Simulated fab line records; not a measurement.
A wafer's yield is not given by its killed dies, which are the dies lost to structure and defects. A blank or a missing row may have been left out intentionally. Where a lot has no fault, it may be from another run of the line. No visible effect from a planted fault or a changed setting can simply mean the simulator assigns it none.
fab line records | flow n5-finfet
[record] lots = 24 wafers = 72 last-day = 18
route steps=1938 shown BEOL_M7@1297 BEOL_M8@1348
lots untouched by any fault: they come from a run of this same line in which no faults occurred
start-h: hours from the record's first day to the start of the lot's first wafer shown | wait-h: hours elapsed since this lot's preceding step | " unchanged from the row above | L1.1+2: a row that stands for several wafers | - no value, or no start given | * or withheld: withheld | < > ~ a bound
route shown NAME@n: a module of which the file shows steps, and the number in the route of the first | usual: the fault-free wafers' mean and standard deviation | same: alike in all rows | chamber/n: place in a boat | sites: per-site readings | _std_site: standard deviation across them | _edge_site: inner sites' mean taken away from outer sites' mean | radius-mm: for every site, how far away it sits from the centre of the wafer | mask NAME#n: copy n | behind: tool/chamber where the wafer was last shaped | hold: cause of the lot's hold/its duration in hours/its outcome | device: the n, p or np transistor that did not switch | end of line: the route-end tests of the same wafers | step lacking rows: just its recipe | killed: dies lost to structure and defects at the first sort, not the wafer's yield | map: dies across one wafer; x = killed, . = not, _ = none there
set.NAME: setting as actually run; set.NAME@STEP: the setting as run at that earlier step | model.NAME: the simulator's own value behind a step, which no gauge read
route steps across a sampled set of lots; one table per step, one row per wafer
services: the hour from which a tool's chamber was out of use, counted from the record's first day as start-h (under 0 if before that day), plus the number of hours and why
[[steps]]
[step N5_BEOL_M7_OVL_MEAS_29]
[recipe] points-per-wafer = 522
[usual] V6_OVL = 0.5/0.59
// columns lot.wafer tool chamber start-h wait-h V6_OVL[nm]
L074.1 overlay-02 0 204.24 0.0 0.2
L074.3 " 0 " " -0.6
L074.4 " 0 " " 0.6
L075.2 overlay-01 0 204.29 0.0 0.9
L075.5 " 0 " " 1.0
L075.6 " 0 " " 0.9
L077.1 overlay-02 0 206.68 0.0 0.2
L077.4 " 0 " " 1.0
L077.5 " 0 " " 0.8
L076.1 overlay-01 0 211.09 0.0 0.1
L076.2 " 0 " " 0.8
L076.4 " 0 " " 0.0
L079.1 overlay-02 0 225.57 0.0 0.9
L079.3 " 0 " " 0.4
L079.4 " 0 " " 0.6
L078.3 overlay-01 0 225.75 0.0 0.3
L078.4 " 0 " " 0.4
L078.5 " 0 " " 0.9
L080.2 overlay-01 0 231.78 0.0 1.6
L080.5 " 0 " " 0.5
L080.6 " 0 " " 0.2
L081.1 overlay-01 0 238.22 0.0 0.9
L081.3 " 0 " " 0.6
L081.4 " 0 " " -0.7
L082.2 overlay-02 0 255.02 0.0 -0.3
L082.4 " 0 " " -0.4
L082.5 " 0 " " 0.4
L084.1 overlay-02 0 260.61 0.0 1.0
L084.5 " 0 " " 1.5
L084.6 " 0 " " 1.3
L083.1 overlay-01 0 260.65 0.0 1.1
L083.4 " 0 " " 0.8
L083.5 " 0 " " 1.3
L085.2 overlay-02 0 273.74 0.0 1.1
L085.3 " 0 " " -0.1
L085.4 " 0 " " 1.0
L086.1 overlay-01 0 277.02 0.0 0.6
L086.3 " 0 " " 1.3
L086.5 " 0 " " 0.6
L087.1 overlay-01 0 282.30 0.0 0.2
L087.5 " 0 " " -0.4
L087.6 " 0 " " 0.6
L088.1 overlay-01 0 282.59 0.0 0.8
L088.2 " 0 " " -0.4
L088.5 " 0 " " 0.5
L089.1 overlay-01 0 283.06 0.0 -0.1
L089.4 " 0 " " 0.5
L089.5 " 0 " " 0.8
L090.2 overlay-02 0 303.36 0.0 0.8
L090.3 " 0 " " 0.8
L090.5 " 0 " " 0.4
L093.3 overlay-02 0 309.09 0.0 0.6
L093.5 " 0 " " 0.0
L093.6 " 0 " " 0.4
L092.2 overlay-02 0 309.16 0.0 0.3
L092.4 " 0 " " 0.2
L092.5 " 0 " " 0.0
L094.2 overlay-01 0 321.88 0.0 0.4
L094.3 " 0 " " -0.1
L094.5 " 0 " " 1.1
L095.1 overlay-01 0 330.17 0.0 1.4
L095.4 " 0 " " 1.4
L095.6 " 0 " " 1.5
L096.2 overlay-02 0 332.02 0.0 0.5
L096.4 " 0 " " 0.0
L096.5 " 0 " " 0.6
L097.3 overlay-01 0 337.16 0.0 0.2
L097.5 " 0 " " 0.3
L097.6 " 0 " " -0.5
L091.3 overlay-01 0 349.32 0.0 -0.4
L091.4 " 0 " " -0.1
L091.5 " 0 " " 0.2
[step N5_BEOL_M7_ETCH_65]
[recipe] chemistry = CF4 target = SiARC target-depth-a = 156 mask-material = CAR-EUV time-s = 26 ion-energy-ev = 80 pressure-mtorr = 40 source-w = 545 bias-w = 36 Ar_flow_sccm = 100 cf4-flow-sccm = 100 ends = cleared
[usual] drypump-motor-current-A = 5.9/0.45 etch-rf-on-time-s = 26.2/0.64 oes-product-au = 0.68/0.069 rf-vpp-V = 184.3/1.1 showerhead-plenum-p-Torr = 2.17/0.069 throttle-valve-pct = 15.70/0.17
// columns lot.wafer tool chamber start-h wait-h drypump-motor-current-A etch-rf-on-time-s oes-product-au rf-hours-counter-h rf-vpp-V showerhead-plenum-p-Torr throttle-valve-pct
L074.1 rie-diel-03 1 204.50 0.0 6.1 26.6 0.63 170 183.7 2.14 15.68
L074.3 " 2 " " 6.1 27.2 0.60 224 184.6 2.21 15.95
L074.4 " 2 " " 6.1 27.2 0.60 - 185.0 2.21 15.96
L075.2 rie-diel-06 1 204.80 0.0 6.3 26.2 0.65 162 183.4 2.22 15.92
L075.5 " 2 " " 5.4 25.4 0.61 - 182.5 2.03 15.90
L075.6 " 3 " " 5.9 27.2 0.70 - 181.7 2.08 15.69
L077.1 rie-diel-03 1 206.83 0.0 6.1 26.8 0.63 171 183.9 2.14 15.69
L077.4 " 0 " " 5.9 26.3 0.68 98 184.4 2.17 15.65
L077.5 " 0 " " 5.9 26.2 0.69 - 184.1 2.17 15.66
L076.1 rie-diel-03 2 211.42 0.0 6.1 27.3 0.59 226 184.0 2.21 15.96
L076.2 " 3 " " 5.6 26.4 0.61 188 184.3 2.14 15.81
L076.4 " 0 " " 5.9 26.3 0.68 100 183.4 2.16 15.65
L079.1 rie-diel-06 0 225.98 0.0 5.8 25.8 0.82 4 182.7 2.20 15.70
L079.3 " 1 " " 6.4 26.1 0.64 170 185.0 2.21 15.94
L079.4 " 1 " " 6.3 26.0 0.64 - 185.1 2.21 15.95
L078.3 rie-diel-03 2 226.25 0.0 6.1 26.9 0.60 230 185.3 2.21 15.94
L078.4 " 1 " " 6.1 26.7 0.62 177 184.4 2.14 15.68
L078.5 " 1 " " 6.1 26.2 0.63 - 185.0 2.14 15.69
L080.2 rie-diel-06 0 232.03 0.0 5.8 25.9 0.81 6 185.0 2.19 15.72
L080.5 " 2 " " 5.5 24.7 0.87 - 186.5 2.28 15.39
L080.6 " 3 " " 5.9 26.8 0.69 - 182.5 2.08 15.69
L081.1 rie-diel-05 1 238.38 0.0 5.4 26.1 0.64 155 184.0 2.04 15.56
L081.3 " 3 " " 5.1 25.7 0.80 14 186.0 2.27 15.44
L081.4 " 2 " " 5.0 25.4 0.74 61 182.6 2.09 15.67
L082.2 rie-diel-05 1 255.24 0.0 5.4 26.2 0.64 159 183.1 2.04 15.57
L082.4 " 2 " " 5.1 24.9 0.73 66 183.4 2.09 15.71
L082.5 " 3 " " 5.1 25.6 0.78 - 186.5 2.27 15.46
L084.1 rie-diel-03 1 260.75 0.0 6.1 26.5 0.62 188 183.0 2.14 15.71
L084.5 " 0 " " 5.9 26.1 0.67 - 184.4 2.16 15.68
L084.6 " 3 " " 5.6 26.8 0.60 - 183.2 2.14 15.83
L083.1 rie-diel-05 1 260.80 0.0 5.3 26.3 0.63 161 182.9 2.04 15.57
L083.4 " 0 " " 6.8 26.6 0.68 124 184.8 2.24 15.51
L083.5 " 3 " " 5.1 25.7 0.78 - 185.7 2.27 15.44
L085.2 rie-diel-06 3 274.51 0.0 5.9 27.0 0.68 112 182.3 2.08 15.72
L085.3 " 0 " " 5.8 26.3 0.78 21 183.1 2.19 15.76
L085.4 " 2 " " 5.4 25.0 0.82 8 185.4 2.28 15.39
L086.1 rie-diel-05 3 278.21 0.0 5.1 25.1 0.78 27 184.7 2.27 15.47
L086.3 " 2 " " 5.1 25.0 0.72 73 182.8 2.09 15.71
L086.5 " 3 " " 5.1 25.0 0.78 - 184.9 2.27 15.48
L087.1 rie-diel-06 3 283.70 0.0 5.9 26.9 0.68 117 183.0 2.07 15.74
L087.5 " 3 " " 5.9 26.8 0.68 - 183.7 2.08 15.74
L087.6 " 0 " " 5.8 26.1 0.76 - 185.0 2.19 15.75
L088.1 rie-diel-05 0 283.72 0.0 6.8 26.2 0.67 134 183.9 2.24 15.52
L088.2 " 3 " " 5.1 25.3 0.77 30 184.6 2.27 15.48
L088.5 " 0 " " 6.8 26.2 0.67 - 184.9 2.24 15.54
L089.1 rie-diel-06 1 285.02 0.0 6.3 26.3 0.63 191 185.4 2.20 15.98
L089.4 " 2 " " 5.4 24.7 0.80 14 186.8 2.28 15.39
L089.5 " 1 " " 6.3 26.4 0.63 - 184.9 2.20 15.99
L090.2 rie-diel-03 0 304.41 0.0 5.9 26.0 0.66 127 183.9 2.16 15.71
L090.3 " 1 " " 6.1 26.5 0.61 200 184.0 2.13 15.73
L090.5 " 1 " " 6.1 26.5 0.61 - 183.8 2.13 15.75
L093.3 rie-diel-03 1 309.22 0.0 6.1 26.2 0.61 203 184.0 2.13 15.76
L093.5 " 3 " " 5.6 26.5 0.59 - 182.9 2.13 15.87
L093.6 " 1 " " 6.1 26.4 0.62 - 184.8 2.13 15.74
L092.2 rie-diel-03 0 309.62 0.0 5.9 26.0 0.66 130 185.3 2.15 15.70
L092.4 " 3 " " 5.6 26.6 0.59 - 184.3 2.13 15.87
L092.5 " 1 " " 6.1 26.5 0.61 - 184.0 2.13 15.76
L094.2 rie-diel-06 3 322.54 0.0 5.9 27.2 0.66 132 183.8 2.07 15.77
L094.3 " 0 " " 5.8 25.9 0.75 41 184.8 2.18 15.78
L094.5 " 2 " " 5.5 24.8 0.77 - 186.4 2.27 15.43
L095.1 rie-diel-06 0 330.31 0.0 5.8 26.5 0.73 45 184.4 2.18 15.79
L095.4 " 1 " " 6.4 26.8 0.61 211 185.1 2.20 16.03
L095.6 " 3 " " 5.9 27.2 0.66 - 183.0 2.07 15.79
L096.2 rie-diel-06 0 332.16 0.0 5.8 26.7 0.73 45 185.5 2.18 15.79
L096.4 " 3 " " 5.9 27.3 0.66 136 183.8 2.07 15.78
L096.5 " 2 " " 5.5 24.9 0.77 - 185.1 2.27 15.44
L097.3 rie-diel-05 1 337.46 0.0 5.3 26.0 0.63 175 182.4 2.03 15.59
L097.5 " 0 " " 6.8 26.1 0.67 - 184.9 2.24 15.54
L097.6 " 3 " " 5.2 25.4 0.76 - 185.6 2.26 15.50
L091.3 rie-diel-03 2 349.48 0.0 6.1 25.7 0.81 10 184.9 2.20 15.53
L091.4 " 1 " " 6.1 26.3 0.60 218 182.4 2.13 15.75
L091.5 " 0 " " 5.9 26.0 0.65 - 183.1 2.15 15.76
[step N5_BEOL_M7_TRENCH_ETCH_37]
[recipe] chemistry = C4F6/O2 target-depth-a = 934.78 target = SiCOH_lowk time-s = 31.2 ion-energy-ev = 250 pressure-mtorr = 30 source-w = 345 bias-w = 185 Ar_flow_sccm = 300 C4F6_flow_sccm = 10 O2_flow_sccm = 10
[usual] O2_flow_sccm = 10.00/0.031 drypump-motor-current-A = 5.9/0.45 oes-product-au = 0.79/0.08 rf-vpp-V = 672/9.7 showerhead-plenum-p-Torr = 2.89/0.091 throttle-valve-pct = 21.06/0.16
// columns lot.wafer tool chamber start-h wait-h O2_flow_sccm drypump-motor-current-A oes-product-au rf-hours-counter-h rf-vpp-V showerhead-plenum-p-Torr throttle-valve-pct
L074.1 rie-diel-03 1 - - 10.02 6.1 0.73 170 667 2.87 21.10
L074.3 " 2 " " 10.05 6.1 0.70 224 666 2.92 21.14
L074.4 " 2 " " 10.07 6.1 0.69 - 666 2.92 21.16
L075.2 rie-diel-06 1 - - 9.96 6.4 0.76 162 683 2.95 21.31
L075.5 " 2 " " 10.01 5.4 0.71 - 659 2.71 21.25
L075.6 " 3 " " 10.04 5.9 0.82 - 668 2.78 21.06
L077.1 rie-diel-03 1 - - 9.92 6.1 0.73 171 665 2.87 21.09
L077.4 " 0 " " 9.98 5.9 0.80 98 675 2.89 21.09
L077.5 " 0 " " 10.05 5.9 0.79 - 673 2.89 21.09
L076.1 rie-diel-03 2 - - 10.00 6.1 0.70 226 668 2.92 21.16
L076.2 " 3 " " 10.01 5.7 0.71 188 653 2.84 21.05
L076.4 " 0 " " 9.99 5.9 0.81 100 675 2.89 21.09
L079.1 rie-diel-06 0 - - 10.02 5.8 0.96 4 679 2.91 21.07
L079.3 " 1 " " 9.97 6.3 0.76 170 683 2.94 21.32
L079.4 " 1 " " 9.97 6.4 0.75 - 682 2.95 21.32
L078.3 rie-diel-03 2 - - 10.00 6.1 0.69 230 667 2.92 21.16
L078.4 " 1 " " 9.98 6.1 0.73 177 667 2.86 21.10
L078.5 " 1 " " 9.97 6.1 0.73 - 667 2.86 21.11
L080.2 rie-diel-06 0 - - 10.06 5.8 0.95 6 678 2.91 21.09
L080.5 " 2 " " 10.02 5.4 0.98 - 670 3.05 20.86
L080.6 " 3 " " 10.00 5.9 0.81 - 669 2.77 21.08
L081.1 rie-diel-05 1 - - 9.98 5.4 0.75 155 660 2.71 20.81
L081.3 " 3 " " 10.01 5.1 0.94 14 687 3.02 20.79
L081.4 " 2 " " 9.99 5.1 0.86 61 668 2.78 21.12
L082.2 rie-diel-05 1 - - 9.98 5.4 0.75 159 662 2.71 20.79
L082.4 " 2 " " 9.95 5.1 0.86 66 667 2.78 21.14
L082.5 " 3 " " 9.97 5.1 0.93 - 688 3.01 20.79
L084.1 rie-diel-03 1 - - 10.04 6.1 0.72 188 667 2.86 21.12
L084.5 " 0 " " 10.02 5.9 0.79 - 674 2.88 21.12
L084.6 " 3 " " 10.02 5.6 0.71 - 653 2.83 21.09
L083.1 rie-diel-05 1 - - 10.03 5.4 0.74 161 660 2.71 20.80
L083.4 " 0 " " 9.97 6.8 0.80 125 683 2.99 20.87
L083.5 " 3 " " 10.05 5.1 0.92 - 689 3.01 20.80
L085.2 rie-diel-06 3 - - 10.01 5.9 0.80 112 666 2.77 21.10
L085.3 " 0 " " 10.01 5.8 0.91 21 678 2.90 21.11
L085.4 " 2 " " 10.05 5.4 0.95 8 671 3.04 20.87
L086.1 rie-diel-05 3 - - 10.05 5.1 0.90 27 688 3.01 20.81
L086.3 " 2 " " 10.01 5.0 0.85 73 668 2.78 21.15
L086.5 " 3 " " 10.01 5.2 0.91 - 687 3.01 20.80
L087.1 rie-diel-06 3 - - 10.02 5.9 0.79 117 667 2.76 21.07
L087.5 " 3 " " 10.01 5.9 0.80 - 668 2.76 21.10
L087.6 " 0 " " 10.02 5.8 0.90 - 678 2.90 21.12
L088.1 rie-diel-05 0 - - 9.99 6.8 0.78 134 684 2.98 20.87
L088.2 " 3 " " 10.01 5.1 0.90 30 688 3.01 20.81
L088.5 " 0 " " 10.03 6.8 0.79 - 684 2.98 20.89
L089.1 rie-diel-06 1 - - 10.02 6.4 0.73 192 683 2.94 21.34
L089.4 " 2 " " 10.00 5.5 0.92 14 669 3.04 20.87
L089.5 " 1 " " 10.04 6.4 0.72 - 681 2.94 21.35
L090.2 rie-diel-03 0 - - 10.00 5.9 0.77 127 673 2.88 21.13
L090.3 " 1 " " 10.07 6.1 0.71 200 664 2.85 21.15
L090.5 " 1 " " 10.08 6.1 0.72 - 667 2.85 21.12
L093.3 rie-diel-03 1 - - 10.00 6.1 0.72 203 667 2.85 21.15
L093.5 " 3 " " 10.01 5.6 0.69 - 653 2.82 21.09
L093.6 " 1 " " 10.02 6.1 0.72 - 665 2.85 21.14
L092.2 rie-diel-03 0 - - 9.96 5.9 0.77 130 673 2.87 21.13
L092.4 " 3 " " 10.03 5.7 0.69 - 652 2.82 21.10
L092.5 " 1 " " 10.01 6.1 0.71 - 666 2.85 21.14
L094.2 rie-diel-06 3 - - 10.00 5.9 0.77 132 667 2.76 21.13
L094.3 " 0 " " 9.98 5.8 0.86 41 678 2.89 21.14
L094.5 " 2 " " 10.01 5.5 0.89 - 670 3.03 20.89
L095.1 rie-diel-06 0 - - 10.02 5.8 0.86 45 678 2.89 21.13
L095.4 " 1 " " 10.02 6.3 0.73 211 681 2.93 21.40
L095.6 " 3 " " 10.01 5.9 0.78 - 666 2.76 21.13
L096.2 rie-diel-06 0 - - 9.95 5.8 0.86 45 677 2.89 21.14
L096.4 " 3 " " 9.97 5.9 0.77 136 669 2.76 21.14
L096.5 " 2 " " 9.95 5.5 0.88 - 669 3.03 20.91
L097.3 rie-diel-05 1 - - 9.98 5.4 0.73 175 661 2.70 20.84
L097.5 " 0 " " 10.02 6.8 0.78 - 684 2.98 20.89
L097.6 " 3 " " 9.99 5.1 0.89 - 689 3.01 20.82
L091.3 rie-diel-03 2 - - 10.01 6.1 0.95 10 667 2.91 20.88
L091.4 " 1 " " 10.00 6.1 0.71 218 665 2.85 21.17
L091.5 " 0 " " 10.01 5.9 0.76 - 673 2.87 21.14
[step N5_BEOL_M7_THK_MEAS_53]
[recipe] thk-meas-gauge = xrf reads = Cu_of_BEOL_M7_ECD_50
[usual] M7_THK = 81.8/2.3
// columns lot.wafer tool chamber start-h wait-h M7_THK[nm]
L074.1 film-metro-01 - 207.56 - 80.1
L074.3 " - " " 79.1
L074.4 " - " " 77.3
L075.2 film-metro-01 - 207.83 - 80.3
L075.5 " - " " 81.1
L075.6 " - " " 77.7
L077.1 film-metro-01 - 209.17 - 77.6
L077.4 " - " " 81.0
L077.5 " - " " 79.9
L076.1 film-metro-02 - 215.90 - 79.0
L076.2 " - " " 78.8
L076.4 " - " " 83.2
L079.1 film-metro-02 - 229.18 - 85.1
L079.3 " - " " 82.3
L079.4 " - " " 82.7
L078.3 film-metro-01 - 229.85 - 79.3
L078.4 " - " " 80.8
L078.5 " - " " 79.1
L080.2 film-metro-01 - 234.76 - 82.4
L080.5 " - " " 83.7
L080.6 " - " " 78.0
L081.1 film-metro-02 - 241.86 - 81.6
L081.3 " - " " 86.3
L081.4 " - " " 83.4
L082.2 film-metro-01 - 259.66 - 80.0
L082.4 " - " " 84.5
L082.5 " - " " 85.4
L083.1 film-metro-01 - 263.60 - 79.4
L083.4 " - " " 80.4
L083.5 " - " " 83.1
L084.1 film-metro-01 - 264.35 - 80.8
L084.5 " - " " 83.8
L084.6 " - " " 80.3
L085.2 film-metro-01 - 278.04 - 82.4
L085.3 " - " " 82.6
L085.4 " - " " 83.3
L086.1 film-metro-01 - 281.71 - 84.3
L086.3 " - " " 86.5
L086.5 " - " " 86.1
L087.1 film-metro-01 - 287.23 - 80.7
L087.5 " - " " 81.2
L087.6 " - " " 82.3
L088.1 film-metro-02 - 287.32 - 82.1
L088.2 " - " " 86.7
L088.5 " - " " 81.3
L089.1 film-metro-02 - 287.82 - 79.6
L089.4 " - " " 82.2
L089.5 " - " " 77.5
L090.2 film-metro-02 - 308.15 - 83.6
L090.3 " - " " 81.8
L090.5 " - " " 78.6
L093.3 film-metro-02 - 312.05 - 80.3
L093.5 " - " " 79.3
L093.6 " - " " 81.9
L092.2 film-metro-02 - 312.40 - 83.6
L092.4 " - " " 79.7
L092.5 " - " " 81.6
L094.2 film-metro-02 - 325.12 - 77.6
L094.3 " - " " 82.2
L094.5 " - " " 85.8
L095.1 film-metro-01 - 334.45 - 83.1
L095.4 " - " " 80.9
L095.6 " - " " 80.1
L096.2 film-metro-02 - 335.18 - 83.1
L096.4 " - " " 80.8
L096.5 " - " " 84.5
L097.3 film-metro-01 - 339.90 - 82.0
L097.5 " - " " 83.0
L097.6 " - " " 86.4
L091.3 film-metro-02 - 352.61 - 83.9
L091.4 " - " " 80.7
L091.5 " - " " 81.3
[step N5_BEOL_M8_DESCUM_16]
[recipe] chemistry = O2 time-s = 7.9 source-power-w = 50 bias-power-w = 20 pressure-mtorr = 20 rf-frequency-hz = 2.712e+07 temp-c = 40 resist = CAR-ArF o2-flow-sccm = 225
[usual] drypump-motor-current-A = 5.8/0.43 oes-product-au = 0.77/0.079 rf-vpp-V = 243.3/0.96 showerhead-plenum-p-Torr = 2.10/0.048 throttle-valve-pct = 20.51/0.23
// columns lot.wafer tool chamber start-h wait-h drypump-motor-current-A oes-product-au rf-hours-counter-h rf-vpp-V showerhead-plenum-p-Torr throttle-valve-pct
L074.1 rie-diel-02 0 209.84 0.0 6.2 0.89 31 243.0 2.14 20.35
L074.3 " 2 " " 6.6 0.75 181 245.0 2.18 20.84
L074.4 " 3 " " 5.2 0.70 202 243.0 2.09 20.36
L075.2 rie-diel-01 2 211.25 0.4 5.6 0.76 121 241.8 2.02 20.61
L075.5 " 2 " " 5.6 0.77 - 241.9 2.02 20.63
L075.6 " 1 " " 6.2 0.83 - 244.5 2.13 20.71
L077.1 rie-diel-04 2 211.42 0.1 5.9 0.78 113 243.2 2.09 20.06
L077.4 " 1 " " 5.5 0.81 101 243.0 2.10 20.55
L077.5 " 0 " " 5.3 0.71 - 242.3 2.06 20.36
L076.1 rie-diel-04 1 218.38 0.1 5.6 0.79 104 242.0 2.10 20.54
L076.2 " 3 " " 5.6 0.99 4 243.1 2.15 20.57
L076.4 " 2 " " 6.0 0.78 116 244.1 2.09 20.09
L079.1 rie-diel-02 1 230.65 0.0 5.8 0.75 168 243.7 2.09 20.59
L079.3 " 3 " " 5.2 0.69 210 242.2 2.09 20.36
L079.4 " 0 " " 6.1 0.87 39 243.4 2.14 20.36
L078.3 rie-diel-02 2 233.06 0.2 6.6 0.74 189 244.1 2.17 20.86
L078.4 " 0 " " 6.2 0.86 40 243.8 2.14 20.37
L078.5 " 3 " " 5.2 0.69 - 242.3 2.08 20.36
L080.2 rie-diel-02 2 236.54 0.0 6.6 0.74 191 244.9 2.17 20.87
L080.5 " 1 " " 5.9 0.75 - 243.3 2.09 20.61
L080.6 " 0 " " 6.2 0.86 - 244.5 2.14 20.37
L081.1 rie-diel-04 0 245.81 0.0 5.3 0.68 227 244.1 2.06 20.40
L081.3 " 1 " " 5.5 0.78 114 241.8 2.09 20.56
L081.4 " 2 " " 6.0 0.77 126 244.6 2.09 20.09
L082.2 rie-diel-04 2 262.03 0.0 6.0 0.77 132 243.6 2.09 20.10
L082.4 " 0 " " 5.3 0.68 232 245.1 2.05 20.40
L082.5 " 2 " " 6.0 0.76 - 243.2 2.09 20.11
L083.1 rie-diel-01 1 266.62 0.0 6.2 0.80 110 243.9 2.12 20.77
L083.4 " 2 " " 5.6 0.74 - 241.6 2.01 20.67
L083.5 " 0 " " 5.9 0.72 - 241.9 1.97 20.24
L084.1 rie-diel-04 1 267.19 0.4 5.5 0.78 121 242.6 2.09 20.58
L084.5 " 0 " " 5.3 0.68 - 241.5 2.05 20.40
L084.6 " 1 " " 5.5 0.78 - 243.9 2.09 20.57
L085.2 rie-diel-02 3 280.77 0.0 5.2 0.69 226 242.8 2.08 20.37
L085.3 " 2 " " 6.6 0.73 205 244.9 2.17 20.87
L085.4 " 0 " " 6.2 0.85 56 243.8 2.13 20.42
L086.1 rie-diel-04 1 285.21 1.5 5.6 0.78 129 243.2 2.09 20.60
L086.3 " 0 " " 5.3 0.67 242 242.9 2.05 20.44
L086.5 " 0 " " 5.3 0.68 - 243.0 2.05 20.42
L087.1 rie-diel-04 1 290.72 0.9 5.6 0.77 132 243.6 2.09 20.59
L087.5 " 2 " " 6.0 0.76 - 242.6 2.08 20.12
L087.6 " 3 " " 5.6 0.92 - 244.3 2.14 20.61
L088.1 rie-diel-02 2 291.07 1.1 6.6 0.72 210 243.5 2.17 20.90
L088.2 " 3 " " 5.2 0.69 232 241.9 2.08 20.41
L088.5 " 0 " " 6.2 0.84 - 243.4 2.13 20.41
L089.1 rie-diel-04 0 291.26 1.1 5.3 0.68 245 243.4 2.05 20.43
L089.4 " 2 " " 6.0 0.76 143 241.9 2.08 20.12
L089.5 " 2 " " 5.9 0.76 - 242.4 2.08 20.11
L090.2 rie-diel-01 1 310.66 0.4 6.2 0.80 117 241.7 2.12 20.75
L090.3 " 0 " " 5.9 0.71 215 242.7 1.97 20.23
L090.5 " 0 " " 5.9 0.71 - 241.2 1.97 20.24
L093.3 rie-diel-02 0 314.36 0.0 6.2 0.84 72 243.7 2.13 20.42
L093.5 " 1 " " 5.8 0.73 - 242.4 2.08 20.66
L093.6 " 2 " " 6.6 0.72 - 244.4 2.16 20.91
L092.2 rie-diel-04 3 314.80 0.0 5.6 0.89 37 244.4 2.14 20.62
L092.4 " 1 " " 5.5 0.76 - 243.3 2.08 20.61
L092.5 " 3 " " 5.6 0.90 - 243.2 2.14 20.61
L094.2 rie-diel-02 2 327.01 0.2 6.6 0.70 224 244.2 2.16 20.92
L094.3 " 1 " " 5.8 0.72 203 241.5 2.07 20.66
L094.5 " 0 " " 6.2 0.82 - 244.2 2.12 20.44
L095.1 rie-diel-04 0 338.52 0.1 5.3 0.96 5 242.9 2.05 19.97
L095.4 " 1 " " 5.6 0.75 150 242.5 2.08 20.62
L095.6 " 0 " " 5.3 0.95 - 242.3 2.05 19.97
L096.2 rie-diel-02 2 338.79 0.0 6.6 0.71 227 245.1 2.16 20.91
L096.4 " 3 " " 5.2 0.68 248 244.0 2.07 20.43
L096.5 " 0 " " 6.2 0.81 - 243.0 2.12 20.44
L097.3 rie-diel-01 3 342.51 0.2 6.6 0.93 20 243.6 2.14 20.46
L097.5 " 1 " " 6.2 0.79 - 242.6 2.12 20.77
L097.6 " 0 " " 5.9 0.70 - 243.0 1.97 20.26
L091.3 rie-diel-02 0 355.59 0.1 6.2 0.79 91 243.3 2.12 20.47
L091.4 " 2 " " 6.6 0.70 - 242.0 2.16 20.93
L091.5 " 1 " " 5.8 0.72 - 242.7 2.07 20.67
[step N5_BEOL_M8_CD_MEAS_18]
[recipe] pitch-nm = 80 target-cd-nm = 40
[usual] cd-nm = 40.2/0.6
// columns lot.wafer tool chamber start-h wait-h cd-nm
L074.1 cd-sem-01 - 210.30 0.0 41.1
L074.3 " - " " 40.3
L074.4 " - " " 39.2
L075.2 cd-sem-01 - 211.71 0.1 40.8
L075.5 " - " " 39.7
L075.6 " - " " 40.7
L077.1 cd-sem-02 - 211.88 0.0 40.0
L077.4 " - " " 40.3
L077.5 " - " " 40.3
L076.1 cd-sem-01 - 218.95 0.0 40.2
L076.2 " - " " 40.4
L076.4 " - " " 40.4
L079.1 cd-sem-02 - 231.11 0.0 40.5
L079.3 " - " " 38.8
L079.4 " - " " 40.5
L078.3 cd-sem-01 - 233.56 0.1 41.4
L078.4 " - " " 40.9
L078.5 " - " " 39.9
L080.2 cd-sem-01 - 237.00 0.1 41.0
L080.5 " - " " 40.5
L080.6 " - " " 40.7
L081.1 cd-sem-02 - 246.27 0.0 39.7
L081.3 " - " " 40.1
L081.4 " - " " 39.8
L082.2 cd-sem-01 - 262.49 0.1 40.5
L082.4 " - " " 40.5
L082.5 " - " " 40.6
L083.1 cd-sem-03 - 267.23 0.0 40.4
L083.4 " - " " 40.0
L083.5 " - " " 40.0
L084.1 cd-sem-02 - 267.65 0.0 40.7
L084.5 " - " " 40.2
L084.6 " - " " 40.3
L085.2 cd-sem-02 - 281.23 0.1 39.5
L085.3 " - " " 41.1
L085.4 " - " " 40.3
L086.1 cd-sem-03 - 286.16 0.1 39.7
L086.3 " - " " 39.6
L086.5 " - " " 39.0
L087.1 cd-sem-03 - 291.29 0.0 40.1
L087.5 " - " " 40.0
L087.6 " - " " 40.9
L088.1 cd-sem-02 - 291.58 0.0 40.3
L088.2 " - " " 40.7
L088.5 " - " " 40.3
L089.1 cd-sem-02 - 291.85 0.0 39.4
L089.4 " - " " 39.8
L089.5 " - " " 40.0
L090.2 cd-sem-03 - 311.17 0.1 39.1
L090.3 " - " " 40.4
L090.5 " - " " 39.9
L093.3 cd-sem-02 - 314.83 0.1 41.0
L093.5 " - " " 40.3
L093.6 " - " " 41.1
L092.2 cd-sem-03 - 315.46 0.1 40.0
L092.4 " - " " 39.6
L092.5 " - " " 39.5
L094.2 cd-sem-02 - 327.57 0.1 39.5
L094.3 " - " " 41.2
L094.5 " - " " 40.6
L095.1 cd-sem-01 - 338.99 0.0 40.7
L095.4 " - " " 40.8
L095.6 " - " " 40.6
L096.2 cd-sem-02 - 339.25 0.1 39.9
L096.4 " - " " 39.7
L096.5 " - " " 40.1
L097.3 cd-sem-01 - 343.07 0.1 40.3
L097.5 " - " " 39.6
L097.6 " - " " 40.3
L091.3 cd-sem-01 - 356.05 0.1 41.2
L091.4 " - " " 39.2
L091.5 " - " " 41.4
[[services]]
// columns tool chamber start-h hours kind
rie-diel-05 1 185.48 11.0 repair
rie-diel-04 0 192.97 14.7 repair
rie-diel-06 0 198.60 - clean
rie-diel-06 0 198.60 - consumable-replace:focus-ring
rie-diel-06 0 198.60 18.2 scheduled-down
rie-diel-06 0 198.60 18.2 vent-cycle
rie-diel-03 3 202.61 2.6 repair
rie-diel-06 2 216.82 - clean
rie-diel-06 2 216.82 - consumable-replace:focus-ring
rie-diel-06 2 216.82 - consumable-replace:showerhead
rie-diel-06 2 216.82 14.5 scheduled-down
rie-diel-06 2 216.82 14.5 vent-cycle
rie-diel-06 - 230.51 0.5 repair
rie-diel-06 2 237.70 13.5 repair
rie-diel-01 3 242.29 6.0 repair
rie-diel-01 1 269.22 5.2 repair
rie-diel-01 - 280.26 14.6 pm
rie-diel-03 2 302.30 - clean
rie-diel-03 2 302.30 - consumable-replace:focus-ring
rie-diel-05 3 311.98 18.2 repair
rie-diel-01 1 315.35 8.1 repair
rie-diel-02 1 318.16 4.5 repair
rie-diel-02 3 322.29 6.9 repair
rie-diel-05 2 324.13 30.9 repair
[[key]]
fault none
